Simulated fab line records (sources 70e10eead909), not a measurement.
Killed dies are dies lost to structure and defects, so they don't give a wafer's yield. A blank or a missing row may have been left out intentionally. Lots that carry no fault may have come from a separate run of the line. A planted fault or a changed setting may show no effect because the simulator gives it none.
Matching of chambers :: flow nand_harc :: 3 sister chambers for NHARC_A_STAIRCASE_DEP_151 on pecvd-01
The step deposits SiO2, target thk 3800 nm. 6 wafers are shown with their chamber, then 9 later ones without.

== WAFERS, EACH WITH ITS CHAMBER ==
wafer: L082.1
chamber: 0
heater_power_w (W): 760

wafer: L089.5
chamber: 1
heater_power_w (W): 709

wafer: L089.6
chamber: 2
heater_power_w (W): 625

wafer: L087.4
chamber: 0
heater_power_w (W): 631

wafer: L087.5
chamber: 2
heater_power_w (W): 609

wafer: L087.6
chamber: 1
heater_power_w (W): 692

== WAFERS WITH NO CHAMBER GIVEN ==
wafer: L090.2
heater_power_w (W): 803

wafer: L090.5
heater_power_w (W): 648

wafer: L090.6
heater_power_w (W): 638

wafer: L094.2
heater_power_w (W): 782

wafer: L094.3
heater_power_w (W): 668

wafer: L094.5
heater_power_w (W): 623

wafer: L095.1
heater_power_w (W): 838

wafer: L095.2
heater_power_w (W): 747

wafer: L095.4
heater_power_w (W): 638

== THE CHAMBER EACH PASSED THROUGH ==
wafer: L090.2
from the rows above: can't be placed: 1 or 0 or 2
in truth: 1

wafer: L090.5
from the rows above: can't be placed: 2 or 0 or 1
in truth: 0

wafer: L090.6
from the rows above: can't be placed: 2 or 0 or 1
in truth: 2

wafer: L094.2
from the rows above: can't be placed: 1 or 0 or 2
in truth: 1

wafer: L094.3
from the rows above: can't be placed: 0 or 1 or 2
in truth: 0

wafer: L094.5
from the rows above: can't be placed: 2 or 0 or 1
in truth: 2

wafer: L095.1
from the rows above: can't be placed: 1 or 0 or 2
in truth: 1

wafer: L095.2
from the rows above: can't be placed: 1 or 0 or 2
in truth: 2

wafer: L095.4
from the rows above: can't be placed: 2 or 0 or 1
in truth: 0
0 of 9 placed correctly. These rows do not allow placing 9 (true chamber among the candidates in 9). Wrongly placed: 0.
How it was worked out, from the rows above alone: a wafer's distance from a chamber is the root of the sum, over the readings, of the square of ((its reading less the chamber's mean) divided by the reading's scatter). The wafer belongs to the nearest chamber; if the next one is less than 2 further off, it can't be placed. The mean given for a chamber averages the wafers shown for that chamber. The scatter is the square root of a quotient: the sum, over the shown wafers, of each reading's squared deviation from its chamber's mean, divided by wafers minus chambers.
